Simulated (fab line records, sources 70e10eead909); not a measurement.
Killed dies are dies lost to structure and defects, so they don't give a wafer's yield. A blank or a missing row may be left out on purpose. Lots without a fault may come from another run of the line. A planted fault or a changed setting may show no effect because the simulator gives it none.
A struck lot beside a sound one | flow nand_harc | 15 steps out of a route of 1302
Sound: wafers L577.1, L577.4, L577.5. Struck: wafer L589.1. (L589.5, L589.6 of the same lot were not struck and are left out.) The cause comes at the end.
At each step with rows: each side's tool, then ch and its chambers, then its first start. Under that, the readings that differ: sound wafers | struck wafers | difference of the means | sigmas: that difference in standard deviations of wafers without a fault.
alike: readings whose means differ by less than 2 such deviations, and words and numbers that are the same on both sides. not compared: withheld readings, readings that some wafer has no value for, bounds like >300 that may hide the same value, and numbers for which the record gives no deviation and whose values overlap.
The two part at a step that has a row with sigmas, a row that says differs or no value, or rows on one side only. Numbers that don't overlap but have no deviation are shown without sigmas and don't part them. A reading that every wafer of one side lacks parts them only if that side has two wafers or more.

NHARC_A_CONTACT_ETCH_113: etches the open film in C4F8/O2/Ar, time 190 s, target depth 1850 nm.
  sound on har_cap_etch-03 ch 0,1, day 21 17:04; struck on har_cap_etch-03 ch 1, day 26 05:43
  not compared: rf_hours_counter_h
then, 2 steps without rows for these wafers: NHARC_A_CONTACT_ETCH_114 (etches the open film in C4F8/O2/Ar, time 190 s, target depth 1850 nm); NHARC_A_CONTACT_ETCH_115 (etches the open film in C4F8/O2/Ar, time 190 s, target depth 1850 nm).
NHARC_A_CONTACT_ETCH_116: etches the open film in C4F8/O2/Ar, time 190 s, target depth 1850 nm.
  sound on har_cap_etch-03 ch 0,1, day 21 17:35; struck on har_cap_etch-03 ch 1, day 26 06:14
  not compared: rf_hours_counter_h
then, 2 steps without rows for these wafers: NHARC_A_CONTACT_ETCH_117 (etches the open film in C4F8/O2/Ar, time 190 s, target depth 1850 nm); NHARC_A_CONTACT_ETCH_118 (etches the open film in C4F8/O2/Ar, time 190 s, target depth 1850 nm).
NHARC_A_CONTACT_ETCH_119: etches the open film in C4F8/O2/Ar, time 190 s, target depth 1850 nm.
  sound on har_cap_etch-03 ch 0,1, day 21 18:05; struck on har_cap_etch-03 ch 1, day 26 06:44
  not compared: rf_hours_counter_h
then, 2 steps without rows for these wafers: NHARC_A_CONTACT_ETCH_120 (etches the open film in C4F8/O2/Ar, time 190 s, target depth 1850 nm); NHARC_A_CONTACT_ETCH_121 (etches the open film in C4F8/O2/Ar, time 190 s, target depth 1850 nm).
NHARC_A_CONTACT_ETCH_122: etches the open film in C4F8/O2/Ar, time 190 s, target depth 1850 nm.
  sound on har_cap_etch-03 ch 0,1, day 21 18:36; struck on har_cap_etch-03 ch 1, day 26 07:15
  not compared: rf_hours_counter_h
then, 1 step without rows for these wafers: NHARC_A_CONTACT_ETCH_123 (etches the open film in C4F8/O2/Ar, time 490 s, target depth 2110 nm).
NHARC_A_CONTACT_ETCH_90: etches the open film in CH3F/O2, target depth 40 nm, time 85.7 s.
  sound on rie_diel-04 ch 0,2, day 21 19:44; struck on rie_diel-04 ch 1, day 26 08:24
  reading                         | sound             | struck | difference | sigmas
  rf_fwd_power_W (W)              | 498.3 496.5 496.7 | 493.1  | -4.1       | -2
  showerhead_plenum_p_Torr (Torr) | 2.36 2.44 2.44    | 2.65   | +0.24      | +2
  alike: drypump_motor_current_A, oes_product_au, rf_vpp_V, throttle_valve_pct
  not compared: rf_hours_counter_h
NHARC_A_CONTACT_ETCH_96: etches the open film in C4F6/O2, target depth 20 nm, time 10 s.
  sound on rie_diel-04 ch 0,1,3, day 21 19:52; struck on rie_diel-04 ch 0, day 26 08:31
  reading               | sound             | struck | difference | sigmas
  oes_product_au (a.u.) | 0.961 0.946 0.966 | 0.790  | -0.168     | -7
  rf_fwd_power_W (W)    | 585.9 589.2 584.2 | 593.2  | +6.8       | +3
  alike: drypump_motor_current_A, rf_vpp_V, showerhead_plenum_p_Torr, throttle_valve_pct
  not compared: rf_hours_counter_h
NHARC_A_CONTACT_CD_MEAS_53:
  sound on cd_sem-01, day 21 19:56; struck on cd_sem-03, day 26 08:35
  alike: cd_nm
-- the record jumps here: 3 days lie between the struck wafers' starts before and after (it left off in module A_CONTACT and takes up again in module END, whose first step shown is number 1302 of the route) --
NHARC_END_SORT_01:
  the record has rows for the struck wafers here (prober-01 ch 0, day 29 04:03) and none for the sound ones

WHERE THEY PART
First at NHARC_A_CONTACT_ETCH_90; last, within this record, at NHARC_END_SORT_01.

WHY: what the simulator had put in
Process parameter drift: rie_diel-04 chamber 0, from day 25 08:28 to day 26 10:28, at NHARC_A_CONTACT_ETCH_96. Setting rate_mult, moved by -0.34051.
